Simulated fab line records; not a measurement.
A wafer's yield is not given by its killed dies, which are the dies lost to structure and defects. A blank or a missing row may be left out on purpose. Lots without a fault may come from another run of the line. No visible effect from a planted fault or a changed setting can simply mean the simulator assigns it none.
What tool caused it? | flow n5-finfet | 14 lots, 40 wafers sampled, at 3 steps of a route of 1938

## WHAT THE GAUGES READ, wafer by wafer
N5_BEOL_M15_OVL_MEAS_29.
lot  | measured     | on         | M15_OVL (nm)
L213 | day 12 04:19 | overlay-01 | 16 3 6
L216 | day 12 21:03 | overlay-01 | -1 2 4
L217 | day 13 10:31 | overlay-02 | - - -
L219 | day 13 13:40 | overlay-02 | - - -
L215 | day 13 14:14 | overlay-02 | 0 2 2
L225 | day 15 03:18 | overlay-01 | 6 0 0
L224 | day 15 12:49 | overlay-01 | -1 1 4
L226 | day 15 17:55 | overlay-02 | 5 9 4
L228 | day 15 19:42 | overlay-01 | 10 2
L230 | day 16 14:17 | overlay-02 | 3 3
L229 | day 16 15:14 | overlay-02 | 1 3 4
L227 | day 16 15:26 | overlay-01 | -4 -1 -4
L234 | day 17 12:38 | overlay-01 | -2 8 -4
L235 | day 17 14:58 | overlay-02 | 6 4 4

## WHAT TOOL EACH LOT RAN ON (gives the tool, then ch and the chambers of the sampled wafers, and finally the start)
lot  | N5_BEOL_M15_STRIP_63                          | N5_BEOL_M15_DEVELOP_27
L213 | rie-diel-04 ch 0,2, day 12 04:11 or earlier   | litho-track-05 ch 0, day 12 04:11
L216 | rie-diel-03 ch 0,1,3, day 12 20:55 or earlier | litho-track-05 ch 0, day 12 20:55
L217 | rie-diel-04 ch 1,2,3, day 13 10:23 or earlier | litho-track-02, day 13 10:23
L219 | rie-diel-04 ch 0,1,3, day 13 13:31 or earlier | litho-track-05, day 13 13:31
L215 | rie-diel-04 ch 0,2,3, day 13 14:06 or earlier | litho-track-05 ch 0, day 13 14:06
L225 | rie-diel-04 ch 1,2,3, day 15 03:10 or earlier | litho-track-04 ch 0, day 15 03:10
L224 | rie-diel-04 ch 2,3, day 15 12:41 or earlier   | litho-track-05 ch 0, day 15 12:41
L226 | rie-diel-03 ch 1,2,3, day 15 17:47 or earlier | litho-track-05 ch 0, day 15 17:47
L228 | rie-diel-01 ch 0,2, day 15 19:34 or earlier   | litho-track-02 ch 0, day 15 19:34
L230 | rie-diel-04 ch 0,2, day 16 14:09 or earlier   | litho-track-02 ch 0, day 16 14:09
L229 | rie-diel-03 ch 1,2,3, day 16 15:06 or earlier | litho-track-02 ch 0, day 16 15:06
L227 | rie-diel-01 ch 1,2,3, day 16 15:17 or earlier | litho-track-04 ch 0, day 16 15:17
L234 | rie-diel-01 ch 0,2,3, day 17 12:29 or earlier | litho-track-05 ch 0, day 17 12:29
L235 | rie-diel-04 ch 0,1,2, day 17 14:49 or earlier | litho-track-02 ch 0, day 17 14:49
- N5_BEOL_M15_STRIP_63: strips in O2.
- N5_BEOL_M15_DEVELOP_27: develop time 45 s.

## WHAT THE TOOLS THEMSELVES READ (means of the sampled wafers that have a number; where no wafer has one, the mark that the record gives instead)
N5_BEOL_M15_STRIP_63.
lot  | tool        | drypump-motor-current-A (A) | oes-product-au (a.u.) | rf-vpp-V (V) | showerhead-plenum-p-Torr (Torr) | throttle-valve-pct (%)
L213 | rie-diel-04 | 5.8                         | 0.74                  | 3.1          | 2.08                            | 16.86
L216 | rie-diel-03 | 5.7                         | 0.76                  | 4.5          | 2.12                            | 16.73
L217 | rie-diel-04 | 5.6                         | 0.75                  | 4.2          | 2.04                            | 16.61
L219 | rie-diel-04 | 5.5                         | 0.78                  | 3.9          | 2.09                            | 16.63
L215 | rie-diel-04 | 5.6                         | 0.73                  | 3.6          | 2.06                            | 16.69
L225 | rie-diel-04 | 5.6                         | 0.84                  | 3.8          | 2.13                            | 16.49
L224 | rie-diel-04 | 5.3                         | 0.81                  | 3.4          | 2.13                            | 16.39
L226 | rie-diel-03 | 5.7                         | 0.80                  | 3.0          | 2.10                            | 16.66
L228 | rie-diel-01 | 6.0                         | 0.73                  | 3.0          | 2.16                            | 16.73
L230 | rie-diel-04 | 5.9                         | 0.84                  | 4.2          | 2.17                            | 16.69
L229 | rie-diel-03 | 5.6                         | 0.80                  | 3.5          | 2.10                            | 16.67
L227 | rie-diel-01 | 6.0                         | 0.70                  | 3.9          | 2.05                            | 16.91
L234 | rie-diel-01 | 6.0                         | 0.72                  | 3.0          | 2.09                            | 16.77
L235 | rie-diel-04 | 5.8                         | 0.81                  | 3.9          | 2.13                            | 16.71

N5_BEOL_M15_DEVELOP_27.
lot  | tool           | chill-plate-temp-C (C)
L213 | litho-track-05 | 23.06
L216 | litho-track-05 | 23.02
L217 | litho-track-02 | -
L219 | litho-track-05 | -
L215 | litho-track-05 | 22.94
L225 | litho-track-04 | 22.92
L224 | litho-track-05 | 23.01
L226 | litho-track-05 | 23.10
L228 | litho-track-02 | 23.04
L230 | litho-track-02 | 22.96
L229 | litho-track-02 | 23.14
L227 | litho-track-04 | 23.07
L234 | litho-track-05 | 22.91
L235 | litho-track-02 | 23.15

## THE ANSWER, worked out from the rows above alone
Rule: what is usual is taken from the lots themselves. Put in order of their means at a reading, lots are off if they are a third of the lots or fewer, leave a main group of 4 or more, and stand apart from it by a gap of 3 or more times the standard deviation of the main group's means; of several such gaps the widest counts. A main group whose means are all the same, to the digits that the tables above print for the reading, isn't used. Also off: a lot with no number at a reading for which 4 or more lots have one. All remaining lots with rows at the step are treated as sound. After the gauges, taken in route order, come the tools' own readings; for these a lot's mean is taken, as printed above. The first step at which some lot is off is used, and at that step the reading that is off furthest; a lot without a number counts as furthest.
Off: L217, L219, at N5_BEOL_M15_OVL_MEAS_29 (M15_OVL). Without a number there: L217, L219. Main group: mean 3 nm, sd 2.9.
A tool fits if, at a process step before that reading, it ran every lot that is off, and no sound lot after the first of them. The gauges at N5_BEOL_M15_OVL_MEAS_29 aren't tried: what is off there is off at N5_BEOL_M15_DEVELOP_27 too, on other tools, and a gauge's error can't cause that. N5_BEOL_M15_STRIP_63 gives no start for some lots, so the hours and the order of its lots are those of N5_BEOL_M15_DEVELOP_27. Of those tried, none fits.

## WHAT THE SIMULATOR HAD PUT IN
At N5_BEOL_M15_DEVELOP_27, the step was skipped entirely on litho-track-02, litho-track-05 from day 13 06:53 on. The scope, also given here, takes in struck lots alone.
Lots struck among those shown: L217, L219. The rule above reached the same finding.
